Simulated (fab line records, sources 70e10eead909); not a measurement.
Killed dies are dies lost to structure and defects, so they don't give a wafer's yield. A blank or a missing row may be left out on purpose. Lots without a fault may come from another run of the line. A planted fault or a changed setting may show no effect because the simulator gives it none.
Which tool did it? | flow nand_harc | 15 lots, 45 wafers sampled, at 1 step of a route of 1302

WHAT THE GAUGES READ, wafer by wafer
NHARC_P_BONDPAD_THK_MEAS_20: measures by xrf.
lot  | measured     | on            | thk_nm (nm)
L895 | day 7 03:29  | film_metro-01 | 163.0 159.8 160.2
L896 | day 7 09:12  | film_metro-02 | 163.2 161.8 162.4
L897 | day 8 00:38  | film_metro-01 | 161.6 162.8 158.5
L899 | day 8 15:34  | film_metro-02 | 163.9 162.4 159.1
L900 | day 9 07:53  | film_metro-02 | 163.2 161.1 162.8
L901 | day 9 12:36  | film_metro-01 | 163.8 161.9 160.4
L902 | day 10 05:33 | film_metro-01 | 161.7 163.6 161.6
L904 | day 11 08:22 | film_metro-01 | 159.5 160.9 157.6
L908 | day 12 21:22 | film_metro-02 | 162.0 162.0 158.7
L910 | day 13 07:38 | film_metro-02 | 158.5 157.9 160.3
L909 | day 13 08:14 | film_metro-02 | 159.8 161.7 162.1
L911 | day 13 15:37 | film_metro-02 | 161.7 161.6 158.9
L916 | day 15 23:14 | film_metro-01 | 162.8 163.4 162.9
L915 | day 15 23:50 | film_metro-02 | 161.3 160.9 162.5
L917 | day 16 09:16 | film_metro-01 | 161.0 160.3 160.9

WHICH TOOL RAN EACH LOT (tool, then ch and the chambers of the sampled wafers, then the start)
The record holds no process step before these readings.

WHAT THE TOOLS THEMSELVES READ (means of the sampled wafers that have a number; where no wafer has one, the mark that the record gives instead)
The record holds no such reading with a usual standard deviation.

THE ANSWER, worked out from the rows above alone
Rule: what is usual is taken from the lots themselves. Put in order of their means at a reading, lots are off if they are a third of the lots or fewer, leave a main group of 4 or more, and stand apart from it by a gap of 3 or more times the standard deviation of the main group's means; of several such gaps the widest counts. A main group whose means are all the same, to the digits that the tables above print for the reading, isn't used. A lot without any number at a reading at which 4 lots or more have one is off too. The other lots that the step has rows for count as sound. The gauges are gone through in route order, then the tools' own readings, and for those a lot's mean is taken as printed above. The first step at which some lot is off is used, and at that step the reading that is off furthest; a lot without a number counts as furthest.
No lot is off at any reading shown: from this, nothing can be told.

WHAT THE SIMULATOR HAD PUT IN
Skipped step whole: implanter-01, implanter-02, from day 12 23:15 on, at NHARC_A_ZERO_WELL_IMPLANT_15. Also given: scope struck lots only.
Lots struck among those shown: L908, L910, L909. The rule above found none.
